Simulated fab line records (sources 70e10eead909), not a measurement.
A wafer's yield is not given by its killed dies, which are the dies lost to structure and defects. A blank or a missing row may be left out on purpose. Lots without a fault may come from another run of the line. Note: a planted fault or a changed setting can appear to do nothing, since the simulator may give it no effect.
Struck lot and sound lot, side by side	flow nand-harc	33 steps out of a route of 1302
Sound: these wafers, L507.1, L507.2, L507.6. Struck: wafers L516.4, L516.5. (L516.6 of the same lot was not struck and is left out.) The cause comes at the end.
Order at every step that has rows: each side's tool, ch and its chambers, its first start. Under that, the readings that differ: sound wafers	struck wafers	difference of the means	sigmas: that difference in standard deviations of wafers without a fault.
alike: readings whose means differ by less than 2 such deviations, and words and numbers that are the same on both sides. not compared: withheld readings, readings that some wafer has no value for, bounds like >300 that may hide the same value, and numbers for which the record gives no deviation and whose values overlap.
The two part at a step that has a row with sigmas, a row that says differs or no value, or rows on one side only. Numbers that have no deviation but don't overlap get no sigmas and don't part them. A reading that every wafer of one side lacks parts them only if that side has two wafers or more.

first, 11 steps without rows for these wafers: NHARC_A_CHANNEL_HOLE_D2_DEP_00 (deposits aC, target thk 3100 nm); NHARC_A_CHANNEL_HOLE_D2_DEP_01 (deposits SiON, target thk 140 nm); NHARC_A_CHANNEL_HOLE_D2_DEHYDRATE_02 (time 120 s); NHARC_A_CHANNEL_HOLE_D2_HMDS_03 (time 30 s); NHARC_A_CHANNEL_HOLE_D2_COAT_36 (time 75 s); NHARC_A_CHANNEL_HOLE_D2_COAT_37 (time 65 s); NHARC_A_CHANNEL_HOLE_D2_COAT_04 (resist thk 90 nm); NHARC_A_CHANNEL_HOLE_D2_SOFTBAKE_05 (time 55 s); NHARC_A_CHANNEL_HOLE_D2_EBR_06; NHARC_A_CHANNEL_HOLE_D2_EXPOSE_07 (exposes mask HOLE D2, target cd 100 nm); NHARC_A_CHANNEL_HOLE_D2_PEB_08 (peb time 65 s).
NHARC_A_CHANNEL_HOLE_D2_DEVELOP_09: develop time 35 s.
  sound on litho-track-06 ch 0, day 17 08:00; struck on litho-track-06 ch 0, day 20 19:00
  alike: resist-line-temp-C
NHARC_A_CHANNEL_HOLE_D2_CD_MEAS_10 targets a cd of 100 nm.
  sound on cd-sem-01 ch 0, day 17 08:35; struck on cd-sem-01 ch 0, day 20 19:50
reading	sound	struck	difference	sigmas
cd-nm (nm)	99.6 99.9 100.3	101.9 101.0	+1.5	+3
NHARC_A_CHANNEL_HOLE_D2_DESCUM_15: chemistry O2, time 3 s.
  sound on rie-diel-11 ch 0,3, day 17 08:47; struck on rie-diel-09 ch 1,3, day 20 20:01
  alike: chamber-pressure-mTorr, drypump-motor-current-A, oes-product-au, rf-vpp-V, showerhead-plenum-p-Torr, throttle-valve-pct
  not compared: rf-hours-counter-h, model.A_CHANNEL_HOLE_D2.cd-nm
then, 16 steps without rows for these wafers: NHARC_A_CHANNEL_HOLE_D2_ETCH_38 (etches the open film in CF4, target depth 39 nm, time 65 s); NHARC_A_CHANNEL_HOLE_D2_ETCH_39 (etches the open film in N2/H2, target depth 260 nm, time 325 s); NHARC_A_CHANNEL_HOLE_D2_ETCH_34 (etches the open film in CF4/CHF3, target depth 154 nm, time 77 s); NHARC_A_CHANNEL_HOLE_D2_ETCH_16 (etches the open film in O2/COS, target depth 3100 nm, time 806 s); NHARC_A_CHANNEL_HOLE_D2_ETCH_19 (etches the open film in C4F8/O2/Ar, time 34.5 s); NHARC_A_CHANNEL_HOLE_D2_ETCH_20 (etches the open film in C4F8/O2/Ar, time 361.9 s, target depth 1600 nm); NHARC_A_CHANNEL_HOLE_D2_ETCH_21 (etches the open film in C4F8/O2/Ar, time 514.3 s, target depth 1600 nm); NHARC_A_CHANNEL_HOLE_D2_ETCH_22 (etches the open film in C4F8/O2/Ar, time 666.7 s, target depth 1600 nm); NHARC_A_CHANNEL_HOLE_D2_ETCH_23 (etches the open film in C4F8/O2/Ar, time 819 s, target depth 1600 nm); NHARC_A_CHANNEL_HOLE_D2_ETCH_24 (etches the open film in C4F8/O2/Ar, time 906.2 s, target depth 1500 nm); NHARC_A_CHANNEL_HOLE_D2_ETCH_25 (etches the open film in C4F8/O2/Ar, time 1040.2 s, target depth 1500 nm); NHARC_A_CHANNEL_HOLE_D2_ETCH_26 (etches the open film in C4F8/O2/Ar, time 224.1 s, target depth 300 nm); NHARC_A_CHANNEL_HOLE_D2_ETCH_27 (etches the open film in C4F8/O2/Ar, time 90 s, target depth 400 nm); NHARC_A_CHANNEL_HOLE_D2_STRIP_41 (strips in N2/H2); NHARC_A_CHANNEL_HOLE_D2_STRIP_42 (strips in CF4/CHF3); NHARC_A_CHANNEL_HOLE_D2_STRIP_43 (strips in O2/COS).
NHARC_A_CHANNEL_HOLE_D2_ETCH_44: etches the open film in CF4/O2, target depth 140 nm, overetch 14 nm, time 77 s.
  sound on rie-diel-06 ch 0,1, day 17 14:43; struck on rie-diel-09 ch 2, day 21 04:50
reading	sound	struck	difference	sigmas
model.A_CHANNEL_HOLE_D2.cd-nm (nm)	90.42 88.87 89	94.22 90.64	+3.00	
  alike: chamber-pressure-mTorr, drypump-motor-current-A, oes-product-au, rf-vpp-V, showerhead-plenum-p-Torr, throttle-valve-pct
  not compared: rf-hours-counter-h
then, 2 steps without rows for these wafers: NHARC_A_CHANNEL_HOLE_D2_STRIP_28 (strips in O2); NHARC_END_SORT_01.

== WHERE THEY PART ==
Only at NHARC_A_CHANNEL_HOLE_D2_CD_MEAS_10, as far as this record shows. Later steps at which nothing parts them and some readings are alike: NHARC_A_CHANNEL_HOLE_D2_DESCUM_15, NHARC_A_CHANNEL_HOLE_D2_ETCH_44.

WHY: the cause the simulator had injected
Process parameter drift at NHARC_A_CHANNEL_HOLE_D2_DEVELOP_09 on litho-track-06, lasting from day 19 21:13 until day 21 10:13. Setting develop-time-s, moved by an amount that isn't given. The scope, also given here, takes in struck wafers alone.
